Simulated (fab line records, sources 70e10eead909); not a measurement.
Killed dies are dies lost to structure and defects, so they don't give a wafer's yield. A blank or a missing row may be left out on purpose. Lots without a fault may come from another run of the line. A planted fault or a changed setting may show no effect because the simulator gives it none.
Which tool did it? | flow nand_harc | 24 lots, 72 wafers sampled, at 6 steps of a route of 1302

WHAT THE GAUGES READ, wafer by wafer
NHARC_P_CONTACT_CD_MEAS_12: target cd 90 nm. Usual: cd_nm 89.9 nm, standard deviation 0.61.
lot  | measured     | on        | cd_nm (nm)     | flag
L074 | day 5 21:40  | cd_sem-01 | 90.5 89.3 89.7 |
L075 | day 6 08:11  | cd_sem-02 | 89.7 89.5 88.9 |
L076 | day 6 22:11  | cd_sem-02 | 89.3 88.8 89.0 |
L077 | day 7 01:01  | cd_sem-02 | 89.7 88.9 89.9 |
L078 | day 7 08:29  | cd_sem-01 | 90.1 89.7 90.4 |
L079 | day 8 01:26  | cd_sem-01 | 90.4 89.2 89.4 |
L080 | day 8 02:22  | cd_sem-02 | 89.2 89.9 89.5 |
L081 | day 8 16:47  | cd_sem-02 | 89.1 89.5 90.7 |
L082 | day 9 06:11  | cd_sem-03 | 89.4 89.8 88.8 |
L083 | day 9 11:56  | cd_sem-02 | 91.2 90.5 90.2 |
L084 | day 10 08:54 | cd_sem-03 | 88.8 88.6 89.3 |
L085 | day 10 14:40 | cd_sem-02 | 90.6 90.3 90.4 |
L086 | day 11 00:05 | cd_sem-03 | 89.6 89.7 90.5 |
L087 | day 11 07:49 | cd_sem-02 | 90.4 91.0 90.5 |
L088 | day 12 05:05 | cd_sem-02 | 91.0 90.4 90.2 |
L089 | day 12 06:18 | cd_sem-02 | 89.3 88.8 89.4 |
L090 | day 12 18:02 | cd_sem-03 | 89.4 89.5 89.4 |
L091 | day 12 20:05 | cd_sem-01 | 89.3 89.1 89.9 |
L092 | day 13 10:18 | cd_sem-01 | 90.7 90.6 90.2 |
L093 | day 13 18:47 | cd_sem-02 | 90.6 90.1 89.3 |
L094 | day 14 08:56 | cd_sem-01 | 90.5 90.2 90.4 |
L095 | day 14 09:47 | cd_sem-02 | 90.1 89.2 89.7 |
L096 | day 14 20:50 | cd_sem-02 | 90.9 89.6 89.9 |
L097 | day 15 08:25 | cd_sem-01 | 89.6 90.6 90.6 |

NHARC_P_M0_OVL_MEAS_10: pitch 180 nm. Usual: overlay_x_nm 0.2 nm, standard deviation 0.83; overlay_y_nm 0.0 nm, standard deviation 0.83.
lot  | measured     | on         | overlay_x_nm (nm) | overlay_y_nm (nm) | flag
L074 | day 6 02:28  | overlay-01 | -1.2 -1.2 -0.9    | 1.5 1.7 1.5       |
L075 | day 6 12:19  | overlay-01 | -0.6 -1.2 -0.7    | 0.8 0.4 0.3       |
L076 | day 7 02:21  | overlay-02 | 0.5 0.3 -0.3      | 0.3 0.0 -0.1      |
L077 | day 7 05:14  | overlay-01 | 1.7 1.6 1.2       | 1.5 1.5 1.8       |
L078 | day 7 12:45  | overlay-02 | -1.5 -2.1 -1.9    | 0.2 0.3 0.3       |
L079 | day 8 05:42  | overlay-02 | 0.5 0.3 -0.3      | 0.8 0.9 1.0       |
L080 | day 8 06:38  | overlay-01 | 1.5 0.9 0.8       | 0.2 0.0 -0.1      |
L081 | day 8 21:10  | overlay-01 | 0.1 0.0 -0.1      | -0.6 -0.6 -0.8    |
L082 | day 9 10:29  | overlay-02 | 1.1 1.3 1.1       | -0.3 -0.3 -0.2    |
L083 | day 9 16:12  | overlay-01 | -0.3 0.2 -0.1     | 0.0 -0.5 0.3      |
L084 | day 10 13:03 | overlay-01 | 0.0 -0.3 0.1      | -0.7 -1.2 -0.7    |
L085 | day 10 18:55 | overlay-02 | 1.8 1.8 1.2       | -1.8 -1.7 -1.5    |
L086 | day 11 04:19 | overlay-02 | 0.5 0.6 0.2       | -0.6 -1.1 -0.7    |
L087 | day 11 12:20 | overlay-02 | 1.1 1.0 0.6       | -0.1 -0.2 -0.2    |
L088 | day 12 09:17 | overlay-02 | 0.3 0.0 0.1       | -1.2 -0.8 -1.1    |
L089 | day 12 10:44 | overlay-01 | -0.7 -1.1 -0.9    | -0.9 -0.5 -1.2    |
L090 | day 12 22:16 | overlay-02 | 0.6 0.6 0.1       | -0.9 -0.8 -0.6    |
L091 | day 13 00:20 | overlay-01 | 1.2 1.0 0.4       | -0.1 0.0 -0.7     |
L092 | day 13 14:33 | overlay-01 | 0.1 0.4 -0.1      | -0.1 -0.7 -0.4    |
L093 | day 13 23:05 | overlay-02 | 0.4 0.2 0.8       | 0.2 0.2 0.3       |
L094 | day 14 13:22 | overlay-01 | 1.2 0.9 0.8       | 0.4 0.8 0.4       |
L095 | day 14 14:05 | overlay-01 | -0.4 -0.4 -1.0    | 0.6 0.9 0.8       |
L096 | day 15 01:07 | overlay-01 | 0.3 0.2 0.2       | 0.8 1.5 1.5       |
L097 | day 15 12:49 | overlay-01 | 0.5 0.8 1.0       | 0.1 0.3 0.3       |

WHICH TOOL RAN EACH LOT (tool, then ch and the chambers of the sampled wafers, then the start)
lot  | NHARC_P_GATE_DESCUM_48             | NHARC_P_GATE_STRIP_76                | NHARC_P_GATE_RTA_82              | NHARC_P_CONTACT_ETCH_35
L074 | rie_diel-10 ch 0,1,3, day 5 13:43  | plasma_asher-02 ch 0,1, day 5 16:19  | rtp_anneal-01 ch 0, day 5 20:01  | rie_diel-04 ch 1,2, day 5 21:56
L075 | rie_diel-06 ch 0,1,3, day 6 00:11  | plasma_asher-02 ch 0,1, day 6 02:35  | rtp_anneal-01 ch 0, day 6 06:23  | rie_diel-13 ch 1,3, day 6 08:28
L076 | rie_diel-10 ch 1,3, day 6 14:13    | plasma_asher-01 ch 0,1, day 6 16:36  | rtp_anneal-02 ch 0, day 6 20:22  | rie_diel-08 ch 2,3, day 6 22:28
L077 | rie_diel-10 ch 0,3, day 6 16:28    | plasma_asher-01 ch 0,1, day 6 19:05  | rtp_anneal-01 ch 0, day 6 23:04  | rie_diel-04 ch 0,2,3, day 7 01:18
L078 | rie_diel-06 ch 1,2, day 7 00:35    | plasma_asher-02 ch 0,1, day 7 03:05  | rtp_anneal-02 ch 0, day 7 06:53  | rie_diel-08 ch 0,3, day 7 08:44
L079 | rie_diel-10 ch 0,2, day 7 17:24    | plasma_asher-02 ch 0,1, day 7 19:47  | rtp_anneal-02 ch 0, day 7 23:45  | rie_diel-04 ch 0,2,3, day 8 01:43
L080 | rie_diel-10 ch 1,3, day 7 18:04    | plasma_asher-02 ch 0,1, day 7 20:28  | rtp_anneal-01 ch 0, day 8 00:36  | rie_diel-04 ch 2,3, day 8 02:38
L081 | rie_diel-06 ch 0,1, day 8 08:53    | plasma_asher-01 ch 0,1, day 8 11:16  | rtp_anneal-02 ch 0, day 8 15:08  | rie_diel-13 ch 0,1,2, day 8 17:05
L082 | rie_diel-10 ch 2,3, day 8 22:13    | plasma_asher-02 ch 0,1, day 9 00:36  | rtp_anneal-01 ch 0, day 9 04:25  | rie_diel-04 ch 1,2, day 9 06:28
L083 | rie_diel-03 ch 1,2, day 9 04:07    | plasma_asher-01 ch 0,1, day 9 06:29  | rtp_anneal-02 ch 0, day 9 10:17  | rie_diel-04 ch 1,2,3, day 9 12:13
L084 | rie_diel-03 ch 1,2,3, day 10 00:55 | plasma_asher-01 ch 0,1, day 10 03:17 | rtp_anneal-02 ch 0, day 10 07:09 | rie_diel-13 ch 1,2, day 10 09:10
L085 | rie_diel-03 ch 1,3, day 10 07:00   | plasma_asher-02 ch 0,1, day 10 09:16 | rtp_anneal-02 ch 0, day 10 13:00 | rie_diel-04 ch 0,3, day 10 14:55
L086 | rie_diel-10 ch 0,1,2, day 10 16:14 | plasma_asher-01 ch 0,1, day 10 18:36 | rtp_anneal-02 ch 0, day 10 22:24 | rie_diel-08 ch 0,2,3, day 11 00:21
L087 | rie_diel-06 ch 0,1,3, day 10 23:49 | plasma_asher-01 ch 0,1, day 11 02:14 | rtp_anneal-02 ch 0, day 11 06:08 | rie_diel-04 ch 1,2,3, day 11 08:07
L088 | rie_diel-10 ch 0,1,2, day 11 21:13 | plasma_asher-01 ch 0,1, day 11 23:28 | rtp_anneal-01 ch 0, day 12 03:17 | rie_diel-13 ch 0,1,2, day 12 05:22
L089 | rie_diel-03 ch 1,2,3, day 11 21:17 | plasma_asher-02 ch 0,1, day 11 23:56 | rtp_anneal-02 ch 0, day 12 04:31 | rie_diel-13 ch 2,3, day 12 06:35
L090 | rie_diel-06 ch 0,3, day 12 09:46   | plasma_asher-02 ch 0,1, day 12 12:00 | rtp_anneal-01 ch 0, day 12 16:04 | rie_diel-08 ch 0,1,3, day 12 18:19
L091 | rie_diel-06 ch 0,1,2, day 12 11:58 | plasma_asher-01 ch 0, day 12 14:26   | rtp_anneal-02 ch 0, day 12 18:17 | rie_diel-13 ch 1,2,3, day 12 20:22
L092 | rie_diel-03 ch 0,1, day 13 02:33   | plasma_asher-01 ch 0,1, day 13 04:47 | rtp_anneal-02 ch 0, day 13 08:29 | rie_diel-04 ch 0,1,2, day 13 10:34
L093 | rie_diel-06 ch 1,2,3, day 13 10:48 | plasma_asher-02 ch 0,1, day 13 13:11 | rtp_anneal-01 ch 0, day 13 17:07 | rie_diel-08 ch 0,1,3, day 13 19:04
L094 | rie_diel-03 ch 1,3, day 14 01:11   | plasma_asher-01 ch 1, day 14 03:26   | rtp_anneal-01 ch 0, day 14 07:17 | rie_diel-08 ch 0,3, day 14 09:13
L095 | rie_diel-10 ch 2,3, day 14 01:56   | plasma_asher-02 ch 0,1, day 14 04:12 | rtp_anneal-01 ch 0, day 14 08:02 | rie_diel-04 ch 2,3, day 14 10:03
L096 | rie_diel-03 ch 1,2,3, day 14 12:43 | plasma_asher-02 ch 0,1, day 14 15:07 | rtp_anneal-01 ch 0, day 14 18:47 | rie_diel-08 ch 0,2,3, day 14 21:07
L097 | rie_diel-10 ch 1,2,3, day 15 00:40 | plasma_asher-01 ch 0,1, day 15 02:55 | rtp_anneal-01 ch 0, day 15 06:35 | rie_diel-04 ch 0,2,3, day 15 08:42
- NHARC_P_GATE_DESCUM_48: chemistry O2, time 3 s.
- NHARC_P_GATE_STRIP_76: strips in O2.
- NHARC_P_GATE_RTA_82: time 30 s.
- NHARC_P_CONTACT_ETCH_35: etches the open film in CF4, target depth 39 nm, time 65 s.

WHAT THE TOOLS THEMSELVES READ (means of the sampled wafers that have a number; where no wafer has one, the mark that the record gives instead)
NHARC_P_GATE_DESCUM_48. Usual: drypump_motor_current_A 5.7 A, standard deviation 0.53; oes_product_au 0.995 a.u., standard deviation 0.0098; rf_vpp_V 58.0 V, standard deviation 0.92; showerhead_plenum_p_Torr 1.95 Torr, standard deviation 0.081; throttle_valve_pct 11.311 %, standard deviation 0.0086.
lot  | tool        | drypump_motor_current_A (A) | oes_product_au (a.u.) | rf_vpp_V (V) | showerhead_plenum_p_Torr (Torr) | throttle_valve_pct (%) | flag
L074 | rie_diel-10 | 5.9                         | 0.991                 | 58.7         | 1.95                            | 11.311                 |
L075 | rie_diel-06 | 5.8                         | 1.002                 | 56.5         | 1.90                            | 11.307                 |
L076 | rie_diel-10 | 5.6                         | 0.997                 | 58.4         | 1.96                            | 11.317                 |
L077 | rie_diel-10 | 6.1                         | 1.001                 | 58.1         | 2.00                            | 11.311                 |
L078 | rie_diel-06 | 6.2                         | 0.993                 | 56.8         | 1.92                            | 11.308                 |
L079 | rie_diel-10 | 5.9                         | 1.002                 | 57.8         | 1.97                            | 11.311                 |
L080 | rie_diel-10 | 5.6                         | 1.002                 | 58.4         | 1.96                            | 11.301                 |
L081 | rie_diel-06 | 5.9                         | 0.999                 | 58.2         | 1.94                            | 11.305                 |
L082 | rie_diel-10 | 5.6                         | 1.013                 | 58.1         | 1.98                            | 11.311                 |
L083 | rie_diel-03 | 5.8                         | 0.991                 | 58.1         | 1.95                            | 11.308                 |
L084 | rie_diel-03 | 5.3                         | 0.987                 | 58.4         | 1.99                            | 11.318                 |
L085 | rie_diel-03 | 5.8                         | 0.993                 | 57.9         | 1.95                            | 11.305                 |
L086 | rie_diel-10 | 6.0                         | 1.007                 | 57.9         | 1.92                            | 11.301                 |
L087 | rie_diel-06 | 5.8                         | 0.998                 | 57.3         | 1.90                            | 11.321                 |
L088 | rie_diel-10 | 5.9                         | 0.992                 | 58.6         | 1.92                            | 11.321                 |
L089 | rie_diel-03 | 5.3                         | 0.985                 | 58.2         | 1.99                            | 11.307                 |
L090 | rie_diel-06 | 5.5                         | 0.990                 | 57.5         | 1.87                            | 11.306                 |
L091 | rie_diel-06 | 5.9                         | 0.995                 | 57.6         | 1.88                            | 11.316                 |
L092 | rie_diel-03 | 5.4                         | 0.981                 | 57.9         | 2.00                            | 11.310                 |
L093 | rie_diel-06 | 6.0                         | 0.992                 | 57.7         | 1.87                            | 11.318                 |
L094 | rie_diel-03 | 5.8                         | 0.991                 | 58.4         | 1.95                            | 11.310                 |
L095 | rie_diel-10 | 5.6                         | 0.992                 | 58.5         | 1.98                            | 11.317                 |
L096 | rie_diel-03 | 5.3                         | 0.998                 | 58.7         | 1.98                            | 11.317                 |
L097 | rie_diel-10 | 5.7                         | 0.989                 | 57.4         | 1.93                            | 11.316                 |

NHARC_P_GATE_STRIP_76. Usual: drypump_motor_current_A 5.36 A, standard deviation 0.1; heater_power_w 348 W, standard deviation 20.
lot  | tool            | drypump_motor_current_A (A) | heater_power_w (W) | flag
L074 | plasma_asher-02 | 5.46                        | 367                |
L075 | plasma_asher-02 | 5.44                        | 366                |
L076 | plasma_asher-01 | 5.25                        | 340                |
L077 | plasma_asher-01 | 5.30                        | 344                |
L078 | plasma_asher-02 | 5.47                        | 360                |
L079 | plasma_asher-02 | 5.46                        | 365                |
L080 | plasma_asher-02 | 5.46                        | 357                |
L081 | plasma_asher-01 | 5.25                        | 331                |
L082 | plasma_asher-02 | 5.46                        | 359                |
L083 | plasma_asher-01 | 5.30                        | 342                |
L084 | plasma_asher-01 | 5.26                        | 326                |
L085 | plasma_asher-02 | 5.45                        | 370                |
L086 | plasma_asher-01 | 5.32                        | 346                |
L087 | plasma_asher-01 | 5.30                        | 338                |
L088 | plasma_asher-01 | 5.31                        | 341                |
L089 | plasma_asher-02 | 5.43                        | 354                |
L090 | plasma_asher-02 | 5.44                        | 352                |
L091 | plasma_asher-01 | 5.35                        | 354                |
L092 | plasma_asher-01 | 5.30                        | 339                |
L093 | plasma_asher-02 | 5.46                        | 354                |
L094 | plasma_asher-01 | 5.22                        | 318                |
L095 | plasma_asher-02 | 5.47                        | 349                |
L096 | plasma_asher-02 | 5.43                        | 359                |
L097 | plasma_asher-01 | 5.25                        | 328                |

NHARC_P_GATE_RTA_82. Usual: anneal_temp_c_max 451.5, standard deviation 0.33; lamp_power_pct 4.04 %, standard deviation 0.21; lamp_zone_6_pct 4.01 %, standard deviation 0.21; wafer_temp_C_max 451.7, standard deviation 0.48.
lot  | tool          | anneal_temp_c_max | lamp_power_pct (%) | lamp_zone_6_pct (%) | wafer_temp_C_max | flag
L074 | rtp_anneal-01 | 451.7             | 3.83               | 3.80                | 451.2            |
L075 | rtp_anneal-01 | 451.4             | 3.83               | 3.80                | 451.4            |
L076 | rtp_anneal-02 | 451.0             | 4.25               | 4.22                | 452.2            |
L077 | rtp_anneal-01 | 451.6             | 3.83               | 3.80                | 451.4            |
L078 | rtp_anneal-02 | 451.6             | 4.25               | 4.21                | 451.8            |
L079 | rtp_anneal-02 | 451.4             | 4.25               | 4.22                | 452.2            |
L080 | rtp_anneal-01 | 451.8             | 3.84               | 3.80                | 451.8            |
L081 | rtp_anneal-02 | 451.4             | 4.25               | 4.22                | 451.7            |
L082 | rtp_anneal-01 | 451.8             | 3.83               | 3.80                | 451.6            |
L083 | rtp_anneal-02 | 451.9             | 4.25               | 4.22                | 452.5            |
L084 | rtp_anneal-02 | 451.1             | 4.26               | 4.22                | 451.7            |
L085 | rtp_anneal-02 | 451.4             | 4.25               | 4.22                | 451.6            |
L086 | rtp_anneal-02 | 451.9             | 4.26               | 4.22                | 451.8            |
L087 | rtp_anneal-02 | 451.6             | 4.25               | 4.22                | 452.7            |
L088 | rtp_anneal-01 | 451.6             | 3.83               | 3.80                | 451.6            |
L089 | rtp_anneal-02 | 451.6             | 4.25               | 4.23                | 451.4            |
L090 | rtp_anneal-01 | 451.4             | 3.83               | 3.80                | 451.6            |
L091 | rtp_anneal-02 | 451.6             | 4.25               | 4.22                | 451.9            |
L092 | rtp_anneal-02 | 451.4             | 4.25               | 4.22                | 451.8            |
L093 | rtp_anneal-01 | 451.6             | 3.83               | 3.80                | 451.6            |
L094 | rtp_anneal-01 | 451.8             | 3.83               | 3.80                | 451.5            |
L095 | rtp_anneal-01 | 451.2             | 3.83               | 3.80                | 451.5            |
L096 | rtp_anneal-01 | 451.1             | 3.83               | 3.80                | 451.5            |
L097 | rtp_anneal-01 | 451.6             | 3.83               | 3.80                | 451.2            |

NHARC_P_CONTACT_ETCH_35. Usual: drypump_motor_current_A 5.7 A, standard deviation 0.35; oes_product_au 1.003 a.u., standard deviation 0.0091; rf_vpp_V 151.0 V, standard deviation 1.2; showerhead_plenum_p_Torr 1.75 Torr, standard deviation 0.069; throttle_valve_pct 13.283 %, standard deviation 0.0095.
lot  | tool        | drypump_motor_current_A (A) | oes_product_au (a.u.) | rf_vpp_V (V) | showerhead_plenum_p_Torr (Torr) | throttle_valve_pct (%) | flag
L074 | rie_diel-04 | 5.5                         | 0.999                 | 151.0        | 1.73                            | 13.285                 |
L075 | rie_diel-13 | 5.7                         | 1.006                 | 149.6        | 1.70                            | 13.274                 |
L076 | rie_diel-08 | 6.0                         | 1.013                 | 150.9        | 1.78                            | 13.284                 |
L077 | rie_diel-04 | 5.7                         | 0.992                 | 152.3        | 1.76                            | 13.280                 |
L078 | rie_diel-08 | 6.0                         | 1.011                 | 151.8        | 1.83                            | 13.278                 |
L079 | rie_diel-04 | 5.7                         | 1.004                 | 151.6        | 1.76                            | 13.287                 |
L080 | rie_diel-04 | 5.5                         | 1.011                 | 151.3        | 1.76                            | 13.286                 |
L081 | rie_diel-13 | 5.6                         | 1.007                 | 151.1        | 1.76                            | 13.292                 |
L082 | rie_diel-04 | 5.5                         | 0.995                 | 151.0        | 1.72                            | 13.282                 |
L083 | rie_diel-04 | 5.7                         | 0.998                 | 150.4        | 1.72                            | 13.286                 |
L084 | rie_diel-13 | 5.8                         | 0.998                 | 150.6        | 1.71                            | 13.288                 |
L085 | rie_diel-04 | 5.8                         | 1.000                 | 151.6        | 1.75                            | 13.275                 |
L086 | rie_diel-08 | 5.9                         | 1.006                 | 151.8        | 1.80                            | 13.288                 |
L087 | rie_diel-04 | 5.7                         | 1.005                 | 151.3        | 1.72                            | 13.289                 |
L088 | rie_diel-13 | 5.6                         | 0.999                 | 151.6        | 1.76                            | 13.293                 |
L089 | rie_diel-13 | 6.1                         | 1.001                 | 150.5        | 1.70                            | 13.280                 |
L090 | rie_diel-08 | 5.8                         | 1.005                 | 151.7        | 1.79                            | 13.288                 |
L091 | rie_diel-13 | 5.8                         | 1.008                 | 150.0        | 1.70                            | 13.282                 |
L092 | rie_diel-04 | 5.5                         | 0.998                 | 152.1        | 1.76                            | 13.292                 |
L093 | rie_diel-08 | 5.8                         | 1.008                 | 151.6        | 1.79                            | 13.277                 |
L094 | rie_diel-08 | 6.0                         | 1.009                 | 152.3        | 1.83                            | 13.287                 |
L095 | rie_diel-04 | 5.8                         | 0.997                 | 150.7        | 1.72                            | 13.291                 |
L096 | rie_diel-08 | 6.0                         | 1.002                 | 151.7        | 1.80                            | 13.280                 |
L097 | rie_diel-04 | 5.6                         | 1.013                 | 151.0        | 1.76                            | 13.278                 |

THE ANSWER, worked out from the rows above alone
Rule: a lot is off if the mean of its wafers that have a number lies more than 3 standard deviations from the usual mean. A lot without any number at a reading at which 4 lots or more have one is off too. The other lots that the step has rows for count as sound. The gauges are gone through in route order, then the tools' own readings, and for those a lot's mean is taken as printed above. The first step at which some lot is off is used, and at that step the reading that is off furthest; a lot without a number counts as furthest.
No lot is off at any reading shown: from this, nothing can be told.

WHAT THE SIMULATOR HAD PUT IN
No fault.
